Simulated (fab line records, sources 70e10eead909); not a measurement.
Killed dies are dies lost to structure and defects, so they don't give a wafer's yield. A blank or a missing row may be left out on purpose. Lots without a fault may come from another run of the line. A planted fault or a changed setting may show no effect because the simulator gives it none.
fab line records | flow nand_harc
record lots=24 wafers=72 last_day=33
route steps=1302 shown A_SGD_CUT@901 A_SLIT@937 A_WL_FILL@968 A_CONTACT@983
lots that met no fault: from a run of the same line without faults
start_h: hours from the record's first day to the start of the lot's first wafer shown | wait_h: hours since the lot's step before | " the same as in the row above | L1.1+2: a row that stands for several wafers | - no value, or no start given | * or withheld: withheld | < > ~ a bound
route shown NAME@n: a module of which the file shows steps, and the number in the route of the first | usual: mean/standard deviation of fault-free wafers | same: alike in all rows | chamber/n: place in a boat | sites: the reading at each site | _std_site: their standard deviation | _edge_site: outer sites' mean less inner sites' | radius_mm: how far each site lies from the wafer's centre | mask NAME#n: copy n | behind: the tool/chamber that last shaped the wafer | hold: why the lot was held/for how many hours/how that ended | device: the transistor (n, p or np) that didn't switch | end of line: the same wafers' tests at the end of the route | a step without rows: its recipe alone | killed: dies lost to structure and defects at the first sort, not the wafer's yield | map: a wafer's dies, x killed, . not, _ none there
set.NAME: the setting as run; set.NAME@STEP: as run at that earlier step | model.NAME: the simulator's own value behind a step, which no gauge read
steps of the route over a sample of lots; a table a step, a row a wafer
services: from which hour (start_h, from the record's first day; less than 0 if before it) a tool's chamber was out of use, for how many hours, and why
## steps
# step NHARC_A_SGD_CUT_CD_MEAS_09
# recipe target_cd_nm=100 landing_energy_ev=500
# usual cd_nm=100.0/0.57
# same landing_energy_ev=500
# columns lot.wafer tool chamber start_h wait_h cd_nm
L074.2 cd_sem-01 0 435.18 - 98.9
L074.5 " 0 " " 100.4
L074.6 " 0 " " 98.9
L075.1 cd_sem-02 0 459.49 - 100.6
L075.2 " 0 " " 99.5
L075.5 " 0 " " 99.8
L076.1 cd_sem-01 0 473.20 - 100.6
L076.4 " 0 " " 100.2
L076.6 " 0 " " 100.6
L078.1 cd_sem-03 0 474.34 - 99.9
L078.2 " 0 " " 99.8
L078.5 " 0 " " 99.5
L077.4 cd_sem-01 0 478.71 - 98.6
L077.5 " 0 " " 98.3
L077.6 " 0 " " 98.5
L079.2 cd_sem-03 0 489.75 - 99.1
L079.3 " 0 " " 99.9
L079.6 " 0 " " 99.5
L080.1 cd_sem-03 0 500.83 - 99.8
L080.4 " 0 " " 100.0
L080.6 " 0 " " 100.8
L081.1 cd_sem-02 0 518.15 - 100.9
L081.3 " 0 " " 100.0
L081.5 " 0 " " 100.5
L082.1 cd_sem-01 0 518.30 - 99.9
L082.2 " 0 " " 100.6
L082.4 " 0 " " 100.4
L083.2 cd_sem-03 0 528.23 - 100.2
L083.3 " 0 " " 100.8
L083.5 " 0 " " 100.6
L084.3 cd_sem-02 0 528.87 - 99.6
L084.5 " 0 " " 99.8
L084.6 " 0 " " 100.4
L086.1 cd_sem-03 0 554.47 - 99.5
L086.3 " 0 " " 99.4
L086.6 " 0 " " 99.3
L087.2 cd_sem-03 0 554.76 - 99.1
L087.3 " 0 " " 100.1
L087.5 " 0 " " 99.6
L085.2 cd_sem-02 0 554.91 - 100.1
L085.3 " 0 " " 100.6
L085.5 " 0 " " 100.5
L088.2 cd_sem-02 0 566.27 - 100.5
L088.3 " 0 " " 100.2
L088.6 " 0 " " 99.8
L089.2 cd_sem-03 0 566.59 - 99.9
L089.3 " 0 " " 99.9
L089.4 " 0 " " 99.9
L090.3 cd_sem-01 0 586.58 - 100.2
L090.4 " 0 " " 100.2
L090.5 " 0 " " 99.9
L091.2 cd_sem-01 0 608.66 - 100.5
L091.5 " 0 " " 100.4
L091.6 " 0 " " 100.0
L092.1 cd_sem-01 0 611.70 - 99.7
L092.4 " 0 " " 99.7
L092.5 " 0 " " 100.0
L093.1 cd_sem-01 0 633.26 - 100.8
L093.5 " 0 " " 100.3
L093.6 " 0 " " 100.6
L094.2 cd_sem-01 0 643.71 - 100.0
L094.3 " 0 " " 99.7
L094.5 " 0 " " 101.0
L095.3 cd_sem-02 0 643.89 - 100.3
L095.4 " 0 " " 100.6
L095.5 " 0 " " 100.7
L096.1 cd_sem-02 0 644.09 - 100.2
L096.3 " 0 " " 100.2
L096.5 " 0 " " 99.6
L097.2 cd_sem-03 0 654.79 - 99.7
L097.4 " 0 " " 100.3
L097.6 " 0 " " 100.1
# step NHARC_A_SGD_CUT_INSPECT_11
# usual raw_defect_count=54/28
# columns lot.wafer tool chamber start_h wait_h raw_defect_count
L074.2 defect_inspect-01 - 435.30 0.0 61
L074.5 " - " " 78
L074.6 " - " " 62
L075.1 defect_inspect-01 - 459.61 0.0 15
L075.2 " - " " 18
L075.5 " - " " 14
L076.1 defect_inspect-01 - 473.33 0.0 69
L076.4 " - " " 75
L076.6 " - " " 76
L078.1 defect_inspect-02 - 474.46 0.0 20
L078.2 " - " " 24
L078.5 " - " " 24
L077.4 defect_inspect-01 - 478.83 0.0 18
L077.5 " - " " 11
L077.6 " - " " 19
L079.2 defect_inspect-02 - 489.87 0.0 59
L079.3 " - " " 78
L079.6 " - " " 64
L080.1 defect_inspect-01 - 500.97 0.0 24
L080.4 " - " " 21
L080.6 " - " " 27
L081.1 defect_inspect-01 - 518.27 0.0 70
L081.3 " - " " 77
L081.5 " - " " 73
L082.1 defect_inspect-01 - 518.43 0.0 70
L082.2 " - " " 59
L082.4 " - " " 74
L083.2 defect_inspect-01 - 528.35 0.0 73
L083.3 " - " " 80
L083.5 " - " " 73
L084.3 defect_inspect-02 - 528.99 0.0 35
L084.5 " - " " 25
L084.6 " - " " 23
L086.1 defect_inspect-01 - 554.60 0.0 80
L086.3 " - " " 96
L086.6 " - " " 96
L087.2 defect_inspect-02 - 554.88 0.0 88
L087.3 " - " " 98
L087.5 " - " " 94
L085.2 defect_inspect-01 - 555.03 0.0 18
L085.3 " - " " 17
L085.5 " - " " 14
L088.2 defect_inspect-02 - 566.40 0.0 89
L088.3 " - " " 96
L088.6 " - " " 76
L089.2 defect_inspect-02 - 566.71 0.0 12
L089.3 " - " " 13
L089.4 " - " " 19
L090.3 defect_inspect-01 - 586.70 0.0 82
L090.4 " - " " 97
L090.5 " - " " 78
L091.2 defect_inspect-01 - 608.78 0.0 27
L091.5 " - " " 29
L091.6 " - " " 33
L092.1 defect_inspect-01 - 611.83 0.0 87
L092.4 " - " " 82
L092.5 " - " " 73
L093.1 defect_inspect-02 - 633.39 0.0 55
L093.5 " - " " 61
L093.6 " - " " 65
L094.2 defect_inspect-01 - 643.83 0.0 42
L094.3 " - " " 56
L094.5 " - " " 55
L095.3 defect_inspect-02 - 644.01 0.0 15
L095.4 " - " " 34
L095.5 " - " " 22
L096.1 defect_inspect-02 - 644.21 0.0 73
L096.3 " - " " 58
L096.5 " - " " 75
L097.2 defect_inspect-01 - 654.91 0.0 64
L097.4 " - " " 58
L097.6 " - " " 62
# step NHARC_A_SGD_CUT_ETCH_58
# recipe target_depth_a=390 over_etch_frac=0.3 time_s=65 ion_energy_ev=80 cf4_flow_sccm=150 ar_flow_sccm=0 rf_w=300 bias_w=100 chemistry=CF4
# usual drypump_motor_current_A=5.7/0.33 oes_product_au=1.005/0.011 rf_vpp_V=151.4/1.2 showerhead_plenum_p_Torr=1.79/0.079 throttle_valve_pct=13.283/0.0098
# columns lot.wafer tool chamber start_h wait_h drypump_motor_current_A oes_product_au rf_hours_counter_h rf_vpp_V showerhead_plenum_p_Torr throttle_valve_pct
L074.2 rie_diel-08 3 435.46 0.1 6.0 0.994 4 151.2 1.79 13.294
L074.6 " 1 " " 5.6 1.004 - 151.1 1.77 13.279
L074.5 " 2 " " 5.9 1.013 - 152.6 1.89 13.282
L075.2 rie_diel-09 2 459.77 0.1 5.1 1.006 12 151.0 1.84 13.293
L075.1 " 3 " " 6.0 1.013 12 150.1 1.84 13.274
L075.5 " 1 " " 6.0 1.002 - 149.4 1.65 13.285
L076.4 rie_diel-09 0 473.47 0.1 5.4 1.017 13 152.9 1.88 13.284
L076.1 " 3 " " 6.0 1.011 14 150.8 1.84 13.269
L076.6 " 1 " " 6.1 1.006 - 150.2 1.65 13.290
L078.2 rie_diel-04 0 474.61 0.1 5.5 1.013 7 150.4 1.76 13.292
L078.1 " 3 " " 5.5 1.014 5 149.1 1.65 13.276
L078.5 " 1 " " 5.2 1.014 - 151.2 1.76 13.284
L077.4 rie_diel-04 2 478.99 0.1 6.2 1.027 6 153.3 1.88 13.285
L077.6 " 0 " " 5.5 1.004 - 151.3 1.76 13.280
L077.5 " 1 " " 5.3 1.020 - 152.5 1.76 13.279
L079.3 rie_diel-09 0 490.02 0.1 5.4 1.004 15 153.4 1.88 13.278
L079.2 " 1 " " 6.0 1.006 15 149.5 1.65 13.277
L079.6 " 0 " " 5.4 1.004 - 153.8 1.88 13.274
L080.4 rie_diel-04 0 501.12 0.1 5.5 1.011 9 151.3 1.76 13.284
L080.1 " 2 " " 6.2 1.025 7 153.0 1.88 13.281
L080.6 " 3 " " 5.6 1.006 - 149.9 1.65 13.283
L081.3 rie_diel-04 3 518.43 0.1 5.5 1.005 8 150.8 1.65 13.290
L081.1 " 0 " " 5.5 1.002 10 152.3 1.76 13.291
L081.5 " 1 " " 5.3 1.022 - 151.3 1.76 13.296
L082.2 rie_diel-09 0 518.57 0.1 5.4 1.003 2 153.7 1.88 13.274
L082.4 " 2 " " 5.1 0.994 2 152.5 1.83 13.275
L082.1 " 3 " " 6.0 1.016 2 151.7 1.83 13.267
L083.2 rie_diel-09 0 528.50 0.1 5.4 1.000 3 152.5 1.88 13.288
L083.3 " 1 " " 6.1 1.007 2 150.0 1.65 13.285
L083.5 " 1 " " 6.1 0.998 - 147.9 1.65 13.278
L084.3 rie_diel-04 1 529.14 0.1 5.2 1.008 10 150.7 1.76 13.287
L084.5 " 3 " " 5.5 0.999 - 149.6 1.65 13.276
L084.6 " 0 " " 5.5 0.989 - 151.0 1.76 13.281
L086.3 rie_diel-08 1 554.75 0.1 5.6 0.996 0 151.7 1.77 13.289
L086.1 " 2 " " 5.9 1.010 0 152.5 1.89 13.301
L086.6 " 0 " " 5.7 1.006 - 151.5 1.82 13.281
L087.3 rie_diel-04 1 555.05 0.1 5.2 0.999 0 151.4 1.76 13.264
L087.2 " 2 " " 6.3 1.006 0 153.3 1.88 13.276
L087.5 " 1 " " 5.2 1.001 - 152.5 1.76 13.294
L085.2 rie_diel-08 0 555.18 0.1 5.7 1.002 0 151.1 1.82 13.296
L085.3 " 3 " " 5.9 0.997 0 150.4 1.79 13.278
L085.5 " 1 " " 5.5 0.989 - 151.1 1.77 13.271
L088.2 rie_diel-04 1 566.55 0.1 5.2 0.996 2 150.2 1.76 13.274
L088.3 " 2 " " 6.2 0.998 2 151.6 1.87 13.297
L088.6 " 0 " " 5.5 0.983 - 151.9 1.76 13.281
L089.2 rie_diel-08 0 566.87 0.1 5.7 1.007 1 151.5 1.82 13.278
L089.3 " 3 " " 5.9 1.002 1 151.5 1.79 13.279
L089.4 " 0 " " 5.7 1.006 - 152.5 1.82 13.281
L090.3 rie_diel-09 1 586.84 0.1 6.0 1.013 7 150.3 1.65 13.292
L090.4 " 0 " " 5.4 1.006 7 152.2 1.88 13.287
L090.5 " 1 " " 6.0 1.013 - 149.6 1.65 13.271
L091.2 rie_diel-08 3 608.94 0.1 5.9 0.998 3 151.0 1.79 13.280
L091.6 " 1 " " 5.5 0.990 - 152.6 1.77 13.279
L091.5 " 2 " " 5.9 1.000 - 152.2 1.89 13.286
L092.1 rie_diel-09 0 611.97 0.1 5.4 1.004 10 151.2 1.88 13.278
L092.4 " 2 " " 5.1 1.005 10 153.2 1.83 13.298
L092.5 " 0 " " 5.4 1.003 - 153.4 1.88 13.271
L093.1 rie_diel-09 3 633.54 0.1 6.0 1.010 12 151.6 1.83 13.273
L093.6 " 2 " " 5.1 1.010 - 151.5 1.83 13.285
L093.5 " 3 " " 6.0 1.000 - 151.9 1.83 13.269
L094.2 rie_diel-09 3 643.98 0.1 6.0 1.001 13 153.0 1.83 13.287
L094.3 " 2 " " 5.1 1.005 14 152.1 1.83 13.279
L094.5 " 0 " " 5.4 1.001 - 154.1 1.88 13.292
L095.4 rie_diel-04 1 644.16 0.1 5.3 0.990 6 151.1 1.76 13.271
L095.3 " 3 " " 5.6 1.017 6 150.4 1.65 13.287
L095.5 " 0 " " 5.4 0.982 - 150.6 1.76 13.286
L096.3 rie_diel-08 2 644.37 0.1 5.9 1.005 4 154.3 1.89 13.298
L096.1 " 3 " " 6.0 1.004 5 151.6 1.79 13.288
L096.5 " 0 " " 5.7 1.012 - 150.8 1.82 13.280
L097.2 rie_diel-08 0 655.06 0.1 5.7 1.004 6 151.7 1.82 13.292
L097.4 " 2 " " 5.9 1.005 4 154.0 1.89 13.278
L097.6 " 0 " " 5.7 1.006 - 151.7 1.82 13.290
# step NHARC_A_SLIT_ETCH_24
# recipe target_depth_a=1210 time_s=60.5 cf4_flow_sccm=100 chf3_flow_sccm=30 ar_flow_sccm=0 rf_w=500 bias_w=200 chemistry=CF4/CHF3
# usual drypump_motor_current_A=5.8/0.4 oes_product_au=0.964/0.019 rf_vpp_V=370.6/2.1 showerhead_plenum_p_Torr=1.58/0.064 throttle_valve_pct=16.802/0.0088
# columns lot.wafer tool chamber start_h wait_h drypump_motor_current_A oes_product_au rf_hours_counter_h rf_vpp_V showerhead_plenum_p_Torr throttle_valve_pct
L074.2 rie_diel-06 3 448.15 0.1 5.4 0.972 6.6 370.6 1.61 16.815
L074.6 " 2 " " 5.9 0.974 - 369.8 1.54 16.794
L074.5 " 3 " " 5.4 0.970 - 371.5 1.61 16.804
L075.1 rie_diel-02 2 472.01 0.1 5.9 0.968 4.0 367.8 1.51 16.804
L075.2 " 3 " " 5.8 0.965 3.9 370.5 1.60 16.805
L075.5 " 0 " " 5.8 0.980 - 372.4 1.66 16.793
L078.2 rie_diel-02 3 485.49 0.1 5.8 0.966 4.9 371.2 1.60 16.809
L078.1 " 2 " " 5.9 0.983 4.6 368.8 1.51 16.805
L078.5 " 3 " " 5.8 0.965 - 371.9 1.60 16.799
L076.1 rie_diel-13 2 485.65 0.1 5.4 0.958 5.7 373.5 1.68 16.774
L076.4 " 0 " " 5.3 0.986 7.3 374.1 1.61 16.783
L076.6 " 2 " " 5.4 0.955 - 374.2 1.68 16.785
L077.4 rie_diel-13 3 495.34 0.1 6.4 0.974 6.1 368.0 1.50 16.816
L077.6 " 3 " " 6.5 0.976 - 368.8 1.50 16.799
L077.5 " 0 " " 5.3 0.989 - 371.4 1.61 16.801
L079.2 rie_diel-13 2 505.53 0.1 5.4 0.961 7.9 374.6 1.68 16.810
L079.3 " 3 " " 6.5 0.965 7.6 369.5 1.50 16.807
L079.6 " 2 " " 5.4 0.969 - 374.6 1.68 16.793
L080.4 rie_diel-13 3 514.76 0.1 6.5 0.994 8.2 368.2 1.50 16.775
L080.1 " 0 " " 5.2 0.969 9.8 371.7 1.61 16.809
L080.6 " 3 " " 6.5 0.987 - 366.9 1.50 16.796
L082.2 rie_diel-13 0 530.03 0.1 5.3 0.968 0.1 373.0 1.61 16.809
L082.4 " 1 " " 5.8 0.965 0.1 371.0 1.56 16.797
L082.1 " 2 " " 5.4 0.963 0.1 372.5 1.68 16.795
L081.1 rie_diel-02 1 530.06 0.1 5.6 0.956 6.2 372.4 1.62 16.803
L081.3 " 3 " " 5.8 0.960 7.8 370.7 1.60 16.803
L081.5 " 2 " " 5.9 0.971 - 367.8 1.51 16.792
L084.3 rie_diel-02 0 541.81 0.1 5.8 0.969 8.2 372.1 1.66 16.801
L084.6 " 0 " " 5.8 0.975 - 372.4 1.66 16.804
L084.5 " 1 " " 5.6 0.956 - 372.5 1.62 16.807
L083.2 rie_diel-06 3 542.51 0.1 5.4 0.920 0.5 370.0 1.60 16.807
L083.3 " 1 " " 5.9 0.933 0.8 369.8 1.49 16.811
L083.5 " 0 " " 6.6 0.941 - 367.8 1.49 16.785
L086.1 rie_diel-02 3 566.82 0.1 5.8 0.938 10.5 371.3 1.60 16.783
L086.3 " 0 " " 5.8 0.943 9.6 371.9 1.66 16.824
L086.6 " 3 " " 5.8 0.934 - 371.1 1.60 16.795
L087.2 rie_diel-13 2 570.57 0.1 5.4 0.968 1.7 374.1 1.68 16.795
L087.3 " 0 " " 5.2 0.969 2.0 373.5 1.60 16.806
L087.5 " 3 " " 6.5 0.990 - 368.1 1.50 16.805
L085.3 rie_diel-02 1 570.75 0.1 5.6 0.915 9.2 373.2 1.62 16.801
L085.2 " 2 " " 5.9 0.933 11.1 368.6 1.51 16.800
L085.5 " 0 " " 5.8 0.938 - 373.6 1.66 16.797
L088.2 rie_diel-13 0 578.15 0.1 5.2 0.925 3.2 372.0 1.60 16.781
L088.3 " 2 " " 5.4 0.920 2.4 373.9 1.68 16.799
L088.6 " 3 " " 6.5 0.957 - 368.2 1.50 16.801
L089.3 rie_diel-06 3 579.03 0.1 5.4 0.987 3.4 371.8 1.60 16.799
L089.2 " 0 " " 6.6 0.960 4.6 368.3 1.48 16.800
L089.4 " 1 " " 5.9 0.967 4.1 367.6 1.49 16.790
L090.4 rie_diel-06 0 600.38 0.1 6.6 0.990 6.0 368.5 1.48 16.818
L090.3 " 2 " " 5.9 0.954 4.1 369.5 1.54 16.795
L090.5 " 0 " " 6.6 0.992 - 368.0 1.48 16.806
L091.2 rie_diel-06 0 620.49 0.1 6.6 0.944 7.5 366.9 1.48 16.791
L091.6 " 2 " " 5.9 0.962 - 369.0 1.54 16.824
L091.5 " 3 " " 5.4 0.978 - 371.8 1.60 16.815
L092.1 rie_diel-06 0 627.43 0.1 6.6 0.976 9.2 369.6 1.48 16.814
L092.4 " 3 " " 5.4 0.975 6.9 370.6 1.60 16.788
L092.5 " 0 " " 6.6 0.989 - 367.7 1.48 16.789
L093.1 rie_diel-13 3 646.18 0.1 6.5 0.988 6.6 368.5 1.50 16.790
L093.5 " 0 " " 5.3 0.980 - 372.8 1.60 16.802
L093.6 " 1 " " 5.8 0.956 - 370.0 1.56 16.802
L094.3 rie_diel-13 0 656.53 0.1 5.2 0.974 7.4 370.6 1.60 16.803
L094.2 " 2 " " 5.4 0.943 5.7 372.9 1.68 16.792
L094.5 " 0 " " 5.2 0.977 - 371.7 1.60 16.801
L095.3 rie_diel-06 1 656.69 0.1 5.9 0.986 10.7 367.3 1.49 16.802
L095.4 " 0 " " 6.6 0.967 11.3 366.3 1.48 16.799
L095.5 " 1 " " 6.0 0.976 - 368.7 1.49 16.803
L096.1 rie_diel-13 0 660.30 0.1 5.2 0.982 8.4 369.8 1.60 16.802
L096.3 " 2 " " 5.4 0.949 6.2 373.7 1.68 16.798
L096.5 " 1 " " 5.7 0.962 - 369.8 1.56 16.781
L097.4 rie_diel-02 2 666.86 0.1 5.9 0.967 2.4 368.2 1.51 16.811
L097.2 " 3 " " 5.8 0.961 2.4 371.4 1.60 16.807
L097.6 " 1 " " 5.6 0.977 - 372.8 1.62 16.809
# step NHARC_A_WL_FILL_ETCHBACK_17
# recipe target_depth_a=40 time_s=26.7 chemistry=Cl2/BCl3
# usual drypump_motor_current_A=5.6/0.42 oes_product_au=1.002/0.0088
# columns lot.wafer tool chamber start_h wait_h drypump_motor_current_A oes_product_au rf_hours_counter_h
L074.2 rie_metal-03 1 473.47 - 5.1 1.012 2.0
L074.5 " 0 " " 5.8 0.991 -
L074.6 " 1 " " 5.1 1.008 -
L075.1 rie_metal-01 1 500.04 - 5.4 1.002 1.7
L075.2 " 0 " " 6.2 1.003 1.7
L075.5 " 1 " " 5.4 1.005 -
L078.1 rie_metal-02 1 511.60 - 5.3 1.006 0.4
L078.2 " 0 " " 6.2 0.999 1.0
L078.5 " 0 " " 6.1 0.996 -
L076.1 rie_metal-01 0 512.24 - 6.2 1.005 2.0
L076.4 " 0 " " 6.2 1.005 -
L076.6 " 0 " " 6.2 0.993 -
L077.4 rie_metal-02 1 520.89 - 5.3 1.006 -
L077.6 " 1 " " 5.3 1.000 -
L077.5 " 0 " " 6.2 1.000 -
L079.2 rie_metal-03 1 530.37 - 5.1 1.016 0
L079.3 " 1 " " 5.1 1.016 -
L079.6 " 1 " " 5.1 1.015 -
L080.1 rie_metal-01 1 546.61 - 5.3 1.016 2.7
L080.4 " 0 " " 6.2 1.008 -
L080.6 " 0 " " 6.2 1.005 -
L081.1 rie_metal-03 0 554.48 - 5.8 1.009 0.5
L081.3 " 0 " " 5.8 0.992 -
L081.5 " 0 " " 5.8 0.991 -
L082.2 rie_metal-01 1 554.54 - 5.4 1.013 2.8
L082.1 " 0 " " 6.2 1.006 2.8
L082.4 " 0 " " 6.2 1.005 -
L084.3 rie_metal-03 0 567.35 - 5.8 1.003 -
L084.5 " 0 " " 5.8 1.000 -
L084.6 " 0 " " 5.8 1.000 -
L083.2 rie_metal-02 0 570.35 - 6.2 1.008 2.3
L083.3 " 0 " " 6.1 0.997 -
L083.5 " 1 " " 5.3 1.005 -
L086.1 rie_metal-02 0 591.16 - 6.1 0.999 2.8
L086.3 " 0 " " 6.1 0.993 -
L086.6 " 0 " " 6.2 0.997 -
L087.2 rie_metal-01 1 598.11 - 5.3 1.003 0.7
L087.3 " 1 " " 5.4 1.008 -
L087.5 " 1 " " 5.4 1.008 -
L085.2 rie_metal-02 1 598.15 - 5.3 1.004 2.5
L085.3 " 1 " " 5.3 0.998 -
L085.5 " 1 " " 5.3 1.003 -
L088.2 rie_metal-01 0 602.95 - 6.2 1.004 0.7
L088.3 " 0 " " 6.2 1.000 -
L088.6 " 1 " " 5.4 0.997 -
L089.2 rie_metal-03 0 611.77 - 5.8 1.016 -
L089.3 " 0 " " 5.8 1.002 -
L089.4 " 0 " " 5.8 0.998 -
L090.3 rie_metal-03 1 628.81 - 5.1 1.012 -
L090.4 " 1 " " 5.1 1.023 -
L090.5 " 1 " " 5.1 1.005 -
L091.2 rie_metal-03 1 645.04 - 5.1 1.000 -
L091.5 " 1 " " 5.1 1.012 -
L091.6 " 1 " " 5.1 1.017 -
L092.1 rie_metal-03 1 657.72 - 5.1 1.009 1.2
L092.4 " 0 " " 5.8 0.995 -
L092.5 " 0 " " 5.8 0.994 -
L093.1 rie_metal-02 1 679.91 - 5.3 1.000 0.9
L093.6 " 0 " " 6.1 0.987 -
L093.5 " 1 " " 5.3 0.999 -
L094.2 rie_metal-01 1 685.47 - 5.4 1.013 -
L094.3 " 1 " " 5.4 1.014 -
L094.5 " 1 " " 5.3 1.002 -
L095.4 rie_metal-03 1 686.17 - 5.1 1.001 -
L095.3 " 0 " " 5.8 0.984 -
L095.5 " 0 " " 5.8 0.970 -
L096.1 rie_metal-03 0 689.53 - 5.8 0.984 3.1
L096.3 " 0 " " 5.9 0.985 -
L096.5 " 1 " " 5.1 1.004 -
L097.2 rie_metal-02 1 697.53 - 5.3 1.005 1.2
L097.4 " 1 " " 5.3 1.010 -
L097.6 " 1 " " 5.3 0.997 -
# step NHARC_A_CONTACT_DEP_24
# recipe target_thk_a=5000 temp_c=400 pressure_torr=6.5 rf_w=900 teos_flow_sccm=161.4 flow_sccm=2650 target_thk_nm=500 gas=O2 material=SiO2
# usual heater_power_w=566/100 throttle_valve_pct=16.2/0.53
# columns lot.wafer tool chamber start_h wait_h heater_power_w throttle_valve_pct
L074.2 pecvd-04 0 479.84 0.1 700 16.4
L074.6 " 0 " " 532 16.7
L074.5 " 1 " " 532 15.9
L075.2 pecvd-04 0 506.46 0.1 699 16.7
L075.1 " 1 " " 522 15.6
L075.5 " 2 " " 572 16.1
L078.1 pecvd-01 0 518.12 0.1 489 16.9
L078.2 " 1 " " 466 16.3
L078.5 " 1 " " 492 16.2
L076.1 pecvd-04 0 518.26 0.1 693 16.9
L076.4 " 2 " " 708 16.1
L076.6 " 0 " " 533 16.9
L077.4 pecvd-01 0 527.44 0.2 473 16.8
L077.6 " 1 " " 577 16.2
L077.5 " 2 " " 569 15.3
L079.2 pecvd-01 1 536.76 0.1 457 16.5
L079.3 " 2 " " 556 15.0
L079.6 " 1 " " 502 16.4
L080.1 pecvd-04 2 555.46 0.1 673 16.2
L080.6 " 2 " " 709 16.3
L080.4 " 1 " " 505 16.0
L082.1 pecvd-04 2 560.87 0.1 705 16.2
L082.2 " 1 " " 512 15.8
L082.4 " 1 " " 534 15.8
L081.1 pecvd-01 2 560.93 0.1 488 15.2
L081.3 " 0 " " 499 16.7
L081.5 " 1 " " 580 16.3
L084.3 pecvd-01 1 573.92 0.1 550 16.4
L084.5 " 0 " " 514 16.9
L084.6 " 2 " " 510 15.2
L083.2 pecvd-01 1 578.63 0.1 555 16.4
L083.3 " 2 " " 587 15.2
L083.5 " 0 " " 447 17.0
L086.1 pecvd-04 2 597.55 0.1 695 16.3
L086.3 " 0 " " 679 16.5
L086.6 " 2 " " 710 16.2
L087.2 pecvd-04 0 604.53 0.1 686 16.9
L087.3 " 1 " " 499 16.0
L087.5 " 0 " " 686 16.6
L085.3 pecvd-01 0 604.66 0.2 423 16.9
L085.2 " 2 " " 455 15.3
L085.5 " 1 " " 596 16.3
L088.3 pecvd-01 0 609.44 0.1 452 16.8
L088.2 " 2 " " 582 15.3
L088.6 " 0 " " 483 17.0
L089.3 pecvd-04 1 618.19 0.1 511 16.0
L089.2 " 2 " " 578 16.1
L089.4 " 0 " " 530 16.6
L090.3 pecvd-02 1 635.58 0.2 780 15.8
L090.4 " 0 " " 502 15.8
L090.5 " 1 " " 823 16.0
L091.2 pecvd-04 2 651.83 0.3 648 16.1
L091.6 " 0 " " 591 16.7
L091.5 " 1 " " 459 15.9
L092.1 pecvd-01 0 664.13 0.2 491 17.0
L092.4 " 1 " " 542 16.4
L092.5 " 0 " " 501 16.9
L093.1 pecvd-01 1 686.44 0.2 545 15.5
L093.5 " 2 " " 454 15.2
L093.6 " 1 " " 563 15.8
L095.3 pecvd-04 0 692.12 0.2 641 16.6
L095.4 " 1 " " 471 15.9
L095.5 " 2 " " 749 16.2
L094.2 pecvd-04 2 692.37 0.4 640 15.9
L094.3 " 0 " " 658 16.9
L094.5 " 0 " " 497 16.8
L096.1 pecvd-04 0 695.97 0.1 615 16.9
L096.3 " 1 " " 492 15.9
L096.5 " 0 " " 631 16.9
L097.2 pecvd-02 0 704.03 0.2 581 15.8
L097.6 " 2 " " 645 16.2
L097.4 " 0 " " 447 15.9
## services
# columns tool chamber start_h hours kind
rie_diel-09 0 415.03 3.0 repair
pecvd-04 1 425.09 23.7 repair
pecvd-01 0 435.41 12.2 repair
rie_metal-03 - 449.34 1.1 repair
pecvd-04 - 450.00 13.0 pm
rie_metal-03 - 468.18 1.0 repair
pecvd-01 - 492.00 13.0 pm
rie_diel-09 - 497.23 9.0 pm
rie_diel-13 - 519.00 9.0 pm
rie_metal-03 - 519.00 9.0 pm
rie_metal-03 1 554.05 74.0 repair
rie_metal-03 - 588.30 4.9 repair
rie_diel-09 3 598.62 9.5 repair
rie_diel-13 2 601.19 1.8 repair
rie_metal-03 0 624.92 21.9 repair
pecvd-04 - 631.00 13.0 pm
rie_diel-13 - 666.35 0.9 repair
pecvd-01 1 672.54 2.1 repair
pecvd-01 - 673.00 13.0 pm
rie_diel-09 - 674.23 9.0 pm
rie_diel-09 1 685.56 32.1 repair
rie_diel-13 - 696.00 9.0 pm
rie_metal-03 - 696.00 9.0 pm
pecvd-04 - 696.45 0.5 repair
## key
fault none
